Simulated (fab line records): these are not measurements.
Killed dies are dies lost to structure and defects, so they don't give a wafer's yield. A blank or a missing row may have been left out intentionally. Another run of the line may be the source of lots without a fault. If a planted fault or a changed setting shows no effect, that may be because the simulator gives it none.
What tool caused it? + flow nand-harc + 11 lots with 33 wafers sampled at 6 steps, on a route of 1159 steps

== WHAT EACH GAUGE READ, for each wafer ==
NHARC_END_SORT_01.
| lot  | measured     | on        | killed-at-array |
|------|--------------|-----------|-----------------|
| L959 | day 25 06:07 | prober-02 | 20 40 40        |

== TOOL THAT RAN EACH LOT (tool first, then ch and the chambers of the sampled wafers, then the start) ==
| lot  | NHARC_A_CONTACT_ETCH_89                       | NHARC_A_CONTACT_ETCH_138             | NHARC_A_CONTACT_ALD_18              | NHARC_A_CONTACT_CVD_19        | NHARC_A_CONTACT_CMP_20        |
|------|-----------------------------------------------|--------------------------------------|-------------------------------------|-------------------------------|-------------------------------|
| L943 | rie-diel-13 ch 0,1,2, day 17 02:23 or earlier | har-cap-etch-01 ch 0,1, day 17 02:23 | ald-metal-01 ch 0,2,3, day 17 04:13 | cvd-w-01 ch 0,1, day 17 08:47 | cmp-02 ch 0,2,3, day 17 09:44 |
| L945 | rie-diel-13 ch 0,1, day 17 03:49 or earlier   | har-cap-etch-03 ch 0,1, day 17 03:49 | ald-metal-04 ch 0,1, day 17 05:45   | cvd-w-01 ch 0,1, day 17 09:40 | cmp-01 ch 0,1,3, day 17 10:28 |
| L946 | rie-diel-04 ch 1,2,3, day 17 04:23 or earlier | har-cap-etch-02 ch 0,1, day 17 04:23 | ald-metal-02 ch 0,1,2, day 17 06:45 | cvd-w-01 ch 0,1, day 17 10:49 | cmp-02 ch 1,2,3, day 17 11:47 |
| L948 | rie-diel-04 ch 0,1, day 17 19:50 or earlier   | har-cap-etch-03 ch 0,1, day 17 19:50 | ald-metal-01 ch 0,3, day 17 21:32   | cvd-w-01 ch 0,1, day 17 23:57 | cmp-02 ch 0,1, day 18 00:43   |
| L949 | rie-diel-04 ch 0,2,3, day 18 23:06 or earlier | har-cap-etch-01 ch 0,1, day 18 23:06 | ald-metal-02 ch 1,2,3, day 19 00:54 | cvd-w-01 ch 0,1, day 19 04:14 | cmp-01 ch 1,2, day 19 05:02   |
| L954 | rie-diel-13 ch 1,2,3, day 19 13:34 or earlier | har-cap-etch-03 ch 0,1, day 19 13:34 | ald-metal-02 ch 0,1,3, day 19 15:23 | cvd-w-01 ch 0,1, day 19 15:50 | cmp-04 ch 0,1, day 19 20:38   |
| L953 | rie-diel-04 ch 1,2, day 19 20:21 or earlier   | har-cap-etch-02 ch 0,1, day 19 20:21 | ald-metal-01 ch 0,1, day 19 22:11   | cvd-w-02 ch 0,1, day 19 22:38 | cmp-01 ch 0,3, day 19 23:17   |
| L952 | rie-diel-04 ch 1,3, day 20 03:31 or earlier   | har-cap-etch-03 ch 0, day 20 03:31   | ald-metal-02 ch 2,3, day 20 05:19   | cvd-w-02 ch 0,1, day 20 08:26 | cmp-04 ch 1,3, day 20 09:21   |
| L956 | rie-diel-04 ch 1,3, day 20 06:37 or earlier   | har-cap-etch-03 ch 0,1, day 20 06:37 | ald-metal-04 ch 0,2,3, day 20 08:25 | cvd-w-02 ch 0,1, day 20 09:11 | cmp-01 ch 0,3, day 20 10:04   |
| L955 | rie-diel-04 ch 0,2,3, day 20 11:21 or earlier | har-cap-etch-01 ch 0,1, day 20 11:21 | ald-metal-02 ch 0,1,3, day 20 13:05 | cvd-w-02 ch 0,1, day 20 19:53 | cmp-04 ch 0,2,3, day 20 21:59 |
| L959 | rie-diel-13 ch 0,2,3, day 21 00:19 or earlier | har-cap-etch-01 ch 0,1, day 21 00:19 | ald-metal-01 ch 0,1,3, day 21 02:03 | cvd-w-02 ch 0,1, day 21 13:49 | cmp-01 ch 0,1,3, day 21 16:23 |
- NHARC_A_CONTACT_ETCH_89: etches the open film in N2/H2, target depth 260 nm, time 475.3 s.
- NHARC_A_CONTACT_ETCH_138: etches the open film in C4F8/O2/Ar, time 132 s, target depth 1289 nm.
- NHARC_A_CONTACT_ALD_18: deposits TiN, target thk 3 nm, pulse time 1 s, ald cycles 150.
- NHARC_A_CONTACT_CVD_19: deposits W, target thk 300 nm, time 802 s.
- NHARC_A_CONTACT_CMP_20: polishes, t overpolish 30 s, target thk 300 nm.

== THE ANSWER, worked out from the rows above alone ==
Rule: the lots themselves supply what counts as usual. The widest of any qualifying gaps counts: lots, ordered by their means at a reading, are off when they make up no more than a third of the lots, leave a main group of 4 or more, and stand apart from it by 3 or more times the standard deviation of that group's means. The tables above print the reading to a certain number of digits; a main group whose means all agree to those digits is not used. A lot without any number at a reading at which 4 lots or more have one is off too. Any other lot the step has rows for is counted as sound.
Nothing can be told from this: no lot is off at any reading shown.

== WHAT HAD BEEN PUT IN BY THE SIMULATOR ==
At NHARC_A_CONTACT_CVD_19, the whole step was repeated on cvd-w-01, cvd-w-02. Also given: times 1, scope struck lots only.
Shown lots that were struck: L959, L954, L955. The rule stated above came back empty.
